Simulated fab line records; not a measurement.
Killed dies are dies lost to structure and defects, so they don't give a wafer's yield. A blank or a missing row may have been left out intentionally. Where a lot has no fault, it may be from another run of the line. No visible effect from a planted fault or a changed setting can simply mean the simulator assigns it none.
The same fault as seen by 3 desks + flow n5_finfet + only its own numbers are on each desk; what lay behind them is given at the end

THE TOOL OWNER'S DESK: litho_track-01
The tool's own readings at N5_BEOL_M15_PEB_26 (peb time 90 s): means of the sampled wafers that have a number, for each lot that ran on this tool. Any lot whose mean is over 4 standard deviations away from the usual mean is out of limits and marked OUT; that distance is given in the brackets.
Columns: A = chill_plate_temp_C at N5_BEOL_M15_PEB_26, usual 23.00 C; B = heater_power_total_W at N5_BEOL_M15_PEB_26, usual 172.4 W
| lot  | first seen here | A     | B                |
|------|-----------------|-------|------------------|
| L517 | day 13 21:53    | 22.93 | 172.2            |
| L520 | day 15 07:20    | 23.04 | 172.6            |
| L521 | day 15 14:20    | 23.08 | 176.7 (+5.2) OUT |
| L523 | day 15 17:32    | 22.94 | 176.2 (+4.6) OUT |
This desk finds L521, L523 out of limits, L521 being first, at day 15 14:20 (heater_power_total_W at N5_BEOL_M15_PEB_26). In limits: L517, L520.

METROLOGY DESK
Means of the sampled wafers that have a number, per lot and without regard to the tool the lot ran on: this is what the gauges read. Any lot whose mean is over 4 standard deviations away from the usual mean is out of limits and marked OUT; that distance is given in the brackets.
Columns: A = cd_nm at N5_BEOL_M14_CD_MEAS_28, usual 284.8 nm
| lot  | first seen here | A     |
|------|-----------------|-------|
| L506 | day 11 10:59    | 284.4 |
| L509 | day 12 02:01    | 284.0 |
| L512 | day 12 12:55    | 283.9 |
| L513 | day 12 18:58    | 283.6 |
| L516 | day 13 11:41    | 287.9 |
| L517 | day 13 12:41    | 285.0 |
| L520 | day 14 18:28    | 284.9 |
| L519 | day 14 19:18    | 283.5 |
| L521 | day 15 07:35    | 285.0 |
| L523 | day 15 11:28    | 282.5 |
| L524 | day 15 22:38    | 284.4 |
| L528 | day 16 22:01    | 283.8 |
This desk's verdict: no lot among the 12 shows anything out of limits.

THE DEFECT DESK
Per lot, the means of the sampled wafers with a number show what the inspections along the route counted. Any lot whose mean is over 4 standard deviations away from the usual mean is out of limits and marked OUT; that distance is given in the brackets.
Columns: A = raw_defect_count at N5_BEOL_M14_INSPECT_30, usual 2.0
| lot  | first seen here | A   |
|------|-----------------|-----|
| L506 | day 11 11:02    | 2.0 |
| L509 | day 12 02:04    | 2.7 |
| L512 | day 12 12:58    | 2.0 |
| L513 | day 12 19:01    | 0.7 |
| L516 | day 13 11:44    | 5.0 |
| L517 | day 13 12:44    | 3.3 |
| L520 | day 14 18:31    | 1.7 |
| L519 | day 14 19:22    | 1.7 |
| L521 | day 15 07:38    | 1.0 |
| L523 | day 15 11:32    | 2.0 |
| L524 | day 15 22:41    | 2.7 |
| L528 | day 16 22:04    | 4.0 |
This desk's verdict: no lot among the 12 shows anything out of limits.

PUT TOGETHER
An alarm could have come from the tool owner's desk at day 15 14:20, on L521, L523.
Metrology desk: nothing out of limits seen.
Nothing the defect desk looked at was out of limits.
The metrology desk holds a record of L521, L523, inside its limits.
The defect desk has L521, L523 on record, within its limits.
The lots listed all ran N5_BEOL_M15_PEB_26 on litho_track-01.

WHAT HAD BEEN PUT IN BY THE SIMULATOR
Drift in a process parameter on litho_track-01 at N5_BEOL_M15_PEB_26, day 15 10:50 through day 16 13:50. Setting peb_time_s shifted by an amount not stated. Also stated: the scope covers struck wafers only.
Lots struck among those shown: L521, L523.
Hours from the fault's start to each desk's first reading out of limits: the tool owner's desk, 4.
